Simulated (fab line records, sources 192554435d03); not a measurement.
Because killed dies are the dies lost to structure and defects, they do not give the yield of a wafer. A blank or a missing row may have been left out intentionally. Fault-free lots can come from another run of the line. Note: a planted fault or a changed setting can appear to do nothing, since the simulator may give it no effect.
Matching of chambers | flow n5 finfet | N5_BEOL_M5_ETCH_62 on rie diel-01 has 4 sister chambers
The step etches SOC in N2/H2, target depth 75 nm, overetch 15 nm, time 112.5 s. 14 wafers are shown with their chamber, then 7 later ones without.

WAFERS WITH THEIR CHAMBER
wafer  | chamber | drypump motor current A (A) | showerhead plenum p Torr (Torr) | oes product au (a.u.)
L079.3 | 2       | 5.69                        | 2.52                            | 0.56
L079.4 | 1       | 5.58                        | 2.63                            | 0.56
L079.6 | 2       | 5.68                        | 2.52                            | 0.56
L077.2 | 2       | 5.68                        | 2.52                            | 0.56
L077.3 | 3       | 5.68                        | 2.45                            | 0.60
L077.6 | 2       | 5.68                        | 2.52                            | 0.56
L089.1 | 3       | 5.68                        | 2.45                            | 0.59
L089.2 | 1       | 5.60                        | 2.62                            | 0.55
L089.5 | 2       | 5.68                        | 2.51                            | 0.55
L093.3 | 1       | 5.59                        | 2.61                            | 0.54
L093.5 | 3       | 5.65                        | 2.44                            | 0.59
L093.6 | 0       | 5.08                        | 2.56                            | 0.63
L094.1 | 3       | 5.67                        | 2.44                            | 0.59
L094.2 | 1       | 5.61                        | 2.61                            | 0.55

SIGNATURES, as means of the wafers listed above
reading                  | chamber 0 | chamber 1 | chamber 2 | chamber 3 | scatter within a chamber
drypump motor current A  | 5.0800    | 5.5950    | 5.6820    | 5.6700    | 0.0109
showerhead plenum p Torr | 2.5600    | 2.6175    | 2.5180    | 2.4450    | 0.00675
oes product au           | 0.6300    | 0.5500    | 0.5580    | 0.5925    | 0.00596
Rule: distance of a wafer from a chamber = root of the sum over the readings of ((wafer's reading minus chamber's mean) / reading's scatter) squared. The wafer belongs to the nearest chamber; if the next one is less than 2 further off, it can't be placed. How the scatter is found: for the shown wafers, subtract from each reading the mean of its chamber, square and add these, divide the total by (wafers less chambers), then take the root.

WAFERS WHOSE CHAMBER IS MISSING
wafer  | drypump motor current A (A) | showerhead plenum p Torr (Torr) | oes product au (a.u.)
L094.4 | 5.59                        | 2.61                            | 0.55
L095.2 | 5.65                        | 2.44                            | 0.58
L095.5 | 5.66                        | 2.44                            | 0.58
L095.6 | 5.61                        | 2.61                            | 0.54
L096.1 | 5.67                        | 2.44                            | 0.57
L096.2 | 5.05                        | 2.55                            | 0.62
L096.3 | 5.68                        | 2.50                            | 0.78

WHICH CHAMBER EACH WENT THROUGH
wafer  | from the rows above | in truth
L094.4 | 1                   | 1
L095.2 | 3                   | 3
L095.5 | 3                   | 3
L095.6 | 1                   | 1
L096.1 | 3                   | 3
L096.2 | 0                   | 0
L096.3 | 3                   | 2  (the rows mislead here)
6 of 7 placed correctly. Left unplaced by these rows: 0. Placed wrongly: 1.
